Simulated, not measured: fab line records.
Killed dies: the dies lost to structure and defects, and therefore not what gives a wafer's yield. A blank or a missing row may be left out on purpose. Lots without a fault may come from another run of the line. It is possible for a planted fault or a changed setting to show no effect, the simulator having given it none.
Split-lot trial :: flow n5Finfet :: 21 wafers read from 7 lots, route of 1938 steps

THE SPLIT ITSELF
At N5_BEOL_M10_TRENCH_ETCH_37 (etches SiCOH lowk in C4F6/O2, target depth 148.83 nm, time 48 s), the setting sourceW was moved away from the recipe's 345 W on 5 of the 21 wafers read, by -17.1% to +13.3%. For the rest of the wafers, this setting stayed at what the recipe calls for.

FROM THE SPLIT TO THE READING: what the file shows between them, 11 steps
- N5_BEOL_M10_ETCH_41: etches SiCN in CH3F/O2, target depth 42.6 nm, time 86 s
- N5_BEOL_M10_STRIP_77: strips in N2/H2, time 10 s
- N5_BEOL_M10_OCD_MEAS_38
- N5_BEOL_M10_HM_STRIP_39: strips TiN in peroxide tin strip, target depth 25 nm, time 158 s
- N5_BEOL_M10_SRD_40: time 30 s
- N5_BEOL_M10_ECD_50: material Cu, target thk 318 nm
- N5_BEOL_M10_ANNEAL_51: time 90 s
- N5_BEOL_M10_CMP_52: polishes, stops on SiCOH lowk, t overpolish 7 s, target thk 140 nm
- N5_BEOL_M10_THK_MEAS_53: measures by xrf
- N5_BEOL_M10_PRE_CLEAN_55: time 15 s
- N5_BEOL_M10_DEP_56: deposits SiCN from 3MS/NH3, target thk 15 nm, time 26.5 s

THE READING
At N5_BEOL_M10_RS_MEAS_57, a four-point-probe measurement gives M10_RS in ohm/sq. Fault-free wafers of this fab line usually give 0.149 ohm/sq, standard deviation 0.0043 ohm/sq.

wafer: L081.1
tool, chamber at the split: rieDiel-05, 0
sourceW as run, W: 345
against the recipe: recipe
M10_RS, ohm/sq: 0.151
against lot-mates on the recipe: -

wafer: L081.2
tool, chamber at the split: rieDiel-05, 1
sourceW as run, W: 345
against the recipe: recipe
M10_RS, ohm/sq: 0.149
against lot-mates on the recipe: -

wafer: L081.3
tool, chamber at the split: rieDiel-05, 3
sourceW as run, W: 345
against the recipe: recipe
M10_RS, ohm/sq: 0.141
against lot-mates on the recipe: -

wafer: L082.2
tool, chamber at the split: rieDiel-01, 3
sourceW as run, W: 345
against the recipe: recipe
M10_RS, ohm/sq: 0.148
against lot-mates on the recipe: -

wafer: L082.4
tool, chamber at the split: rieDiel-01, 1
sourceW as run, W: 345
against the recipe: recipe
M10_RS, ohm/sq: 0.156
against lot-mates on the recipe: -

wafer: L082.6
tool, chamber at the split: rieDiel-01, 0
sourceW as run, W: 345
against the recipe: recipe
M10_RS, ohm/sq: 0.148
against lot-mates on the recipe: -

wafer: L083.3
tool, chamber at the split: rieDiel-05, 0
sourceW as run, W: 345
against the recipe: recipe
M10_RS, ohm/sq: 0.147
against lot-mates on the recipe: -

wafer: L083.4
tool, chamber at the split: rieDiel-05, 3
sourceW as run, W: 390.9
against the recipe: +13.3%
M10_RS, ohm/sq: 0.135
against lot-mates on the recipe: -0.011

wafer: L083.6
tool, chamber at the split: rieDiel-05, 2
sourceW as run, W: 345
against the recipe: recipe
M10_RS, ohm/sq: 0.145
against lot-mates on the recipe: -

wafer: L087.1
tool, chamber at the split: rieDiel-03, 1
sourceW as run, W: 345
against the recipe: recipe
M10_RS, ohm/sq: 0.146
against lot-mates on the recipe: -

wafer: L087.2
tool, chamber at the split: rieDiel-03, 2
sourceW as run, W: 345
against the recipe: recipe
M10_RS, ohm/sq: 0.148
against lot-mates on the recipe: -

wafer: L087.3
tool, chamber at the split: rieDiel-03, 3
sourceW as run, W: 345
against the recipe: recipe
M10_RS, ohm/sq: 0.146
against lot-mates on the recipe: -

wafer: L088.1
tool, chamber at the split: rieDiel-01, 0
sourceW as run, W: 376.6
against the recipe: +9.2%
M10_RS, ohm/sq: 0.144
against lot-mates on the recipe: -0.006

wafer: L088.4
tool, chamber at the split: rieDiel-01, 3
sourceW as run, W: 345
against the recipe: recipe
M10_RS, ohm/sq: 0.150
against lot-mates on the recipe: -

wafer: L088.6
tool, chamber at the split: rieDiel-01, 0
sourceW as run, W: 345
against the recipe: recipe
M10_RS, ohm/sq: 0.150
against lot-mates on the recipe: -

wafer: L086.1
tool, chamber at the split: rieDiel-05, 1
sourceW as run, W: 307.9
against the recipe: -10.8%
M10_RS, ohm/sq: 0.159
against lot-mates on the recipe: +0.012

wafer: L086.2
tool, chamber at the split: rieDiel-05, 2
sourceW as run, W: 345
against the recipe: recipe
M10_RS, ohm/sq: 0.148
against lot-mates on the recipe: -

wafer: L086.3
tool, chamber at the split: rieDiel-05, 3
sourceW as run, W: 345
against the recipe: recipe
M10_RS, ohm/sq: 0.146
against lot-mates on the recipe: -

wafer: L090.2
tool, chamber at the split: rieDiel-03, 2
sourceW as run, W: 285.9
against the recipe: -17.1%
M10_RS, ohm/sq: 0.164
against lot-mates on the recipe: +0.016

wafer: L090.4
tool, chamber at the split: rieDiel-03, 3
sourceW as run, W: 345
against the recipe: recipe
M10_RS, ohm/sq: 0.148
against lot-mates on the recipe: -

wafer: L090.6
tool, chamber at the split: rieDiel-03, 0
sourceW as run, W: 285.9
against the recipe: -17.1%
M10_RS, ohm/sq: 0.168
against lot-mates on the recipe: +0.020

FIT RESULTS
A straight line over all 21 wafers: M10_RS changes by -0.000973 ohm/sq for each +1% of sourceW; r = -0.91; the points scatter about the line by 0.0031 ohm/sq.
The same after taking each lot's own level away (the mean of its wafers on the recipe; 21 wafers): -0.000973 ohm/sq for each +1%; r = -0.94; scatter 0.0026 ohm/sq.
That fit puts the effect of the largest move of sourceW on the reading at 0.017 ohm/sq.
Measured against the standard deviation above, the lots' own levels, which go from 0.1460 to 0.1507 ohm/sq, span 1.1 times it.
Consequently the slope shifts little with the lot-to-lot level, the two slopes agreeing.
Check: for one of the wafers moved furthest among these (-17.1%), held out of the fit, the line's prediction against its lot-mates is +0.0176 ohm/sq. It came out at +0.016 ohm/sq against them.
Tool readings at the split's step, against how far the setting was moved: rfVppV r = -0.92.

FURTHER SPLITS ON THESE WAFERS
Other splits were also applied to these wafers ahead of the reading. Each is held against what the fit with the lots' levels taken away leaves over:
other split on the same wafers: N5_BEOL_M8_CURE_75 timeS
wafers away from the commonest value: 10
r with M10_RS (lot level and that fit taken away): +0.36

other split on the same wafers: N5_BEOL_M9_CMP_52 downForcePsi
wafers away from the commonest value: 7
r with M10_RS (lot level and that fit taken away): +0.18

other split on the same wafers: N5_BEOL_M10_VIA_ETCH_34 timeS
wafers away from the commonest value: 7
r with M10_RS (lot level and that fit taken away): -0.17

THE WHOLE CHAIN: every reading that the file lists as answering this split, in the file's order
step: N5_BEOL_M10_TRENCH_ETCH_37
what it does: etches SiCOH lowk in C4F6/O2, target depth 148.83 nm, time 48 s
reading: rfVppV
change (the file's fit): -3.74 V for each +1% of the setting
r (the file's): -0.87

step: N5_BEOL_M10_TRENCH_ETCH_37
what it does: etches SiCOH lowk in C4F6/O2, target depth 148.83 nm, time 48 s
reading: etch.depthNm (the simulator's own value, which no gauge read)
change (the file's fit): +0.78 nm for each +1% of the setting
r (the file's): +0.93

step: N5_BEOL_M10_TRENCH_ETCH_37
what it does: etches SiCOH lowk in C4F6/O2, target depth 148.83 nm, time 48 s
reading: BEOL_M10.featureDepthNm (the simulator's own value, which no gauge read)
change (the file's fit): +0.779 nm for each +1% of the setting
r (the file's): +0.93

step: N5_BEOL_M10_OCD_MEAS_38
what it does: 
reading: trenchDepthNm
change (the file's fit): +0.773 nm for each +1% of the setting
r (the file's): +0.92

step: N5_BEOL_M10_CMP_52
what it does: polishes, stops on SiCOH lowk, t overpolish 7 s, target thk 140 nm
reading: Cu_of_BEOL_M10_ECD_50.thkNm (the simulator's own value, which no gauge read)
change (the file's fit): +0.792 nm for each +1% of the setting
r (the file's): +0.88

step: N5_BEOL_M10_THK_MEAS_53
what it does: measures by xrf
reading: M10_THK
change (the file's fit): +0.799 for each +1% of the setting
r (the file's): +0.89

step: N5_BEOL_M10_RS_MEAS_57
what it does: measures by four-point-probe
reading: M10_RS
change (the file's fit): -0.000947 for each +1% of the setting
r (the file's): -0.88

FILE'S OWN FIT
M10_RS changes by -0.000947 ohm/sq for each +1% of sourceW, r = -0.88.
